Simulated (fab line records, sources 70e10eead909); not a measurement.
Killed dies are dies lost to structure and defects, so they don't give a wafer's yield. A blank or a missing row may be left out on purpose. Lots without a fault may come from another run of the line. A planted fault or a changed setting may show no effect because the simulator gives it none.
Chamber matching | flow nand_harc | NHARC_A_WL_FILL_ALD_10 on ald_hk-03: 4 sister chambers
The step deposits SiO2, target thk 50 nm, pulse time 10 s, ald cycles 500. 8 wafers are shown with their chamber, then 9 later ones without.

WAFERS WITH THEIR CHAMBER
wafer  | chamber | heater_power_w (W) | precursor_pulse_height_rel
L079.5 | 1       | 540                | 1.005
L081.5 | 3       | 522                | 0.999
L082.2 | 2       | 441                | 0.989
L082.4 | 1       | 532                | 1.013
L082.6 | 0       | 461                | 1.013
L084.1 | 3       | 509                | 0.999
L084.2 | 0       | 451                | 0.992
L084.3 | 2       | 438                | 1.023

WAFERS WITHOUT THEIR CHAMBER
wafer  | heater_power_w (W) | precursor_pulse_height_rel
L088.1 | 539                | 1.009
L088.3 | 531                | 0.988
L088.5 | 535                | 1.019
L090.3 | 557                | 0.997
L090.1 | 519                | 0.967
L090.4 | 454                | 1.009
L096.3 | 549                | 1.011
L096.4 | 517                | 0.999
L096.6 | 446                | 1.001

WHICH CHAMBER EACH WENT THROUGH
wafer  | from the rows above     | in truth
L088.1 | 1                       | 1
L088.3 | can't be placed: 1 or 3 | 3
L088.5 | 1                       | 1
L090.3 | 1                       | 1
L090.1 | can't be placed: 3 or 1 | 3
L090.4 | can't be placed: 0 or 2 | 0
L096.3 | 1                       | 1
L096.4 | 3                       | 3
L096.6 | can't be placed: 2 or 0 | 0
Placed correctly: 5 of 9. Can't be placed from these rows: 4 (the true chamber is among the candidates in 4). Placed wrongly: 0.
How it was worked out, from the rows above alone: a wafer's distance from a chamber is the root of the sum, over the readings, of the square of ((its reading less the chamber's mean) divided by the reading's scatter). The wafer belongs to the nearest chamber; if the next one is less than 2 further off, it can't be placed. A chamber's mean is the mean of its shown wafers. The scatter: the root of (the sum of the squares of (reading less its chamber's mean) over the shown wafers, divided by (wafers less chambers)).
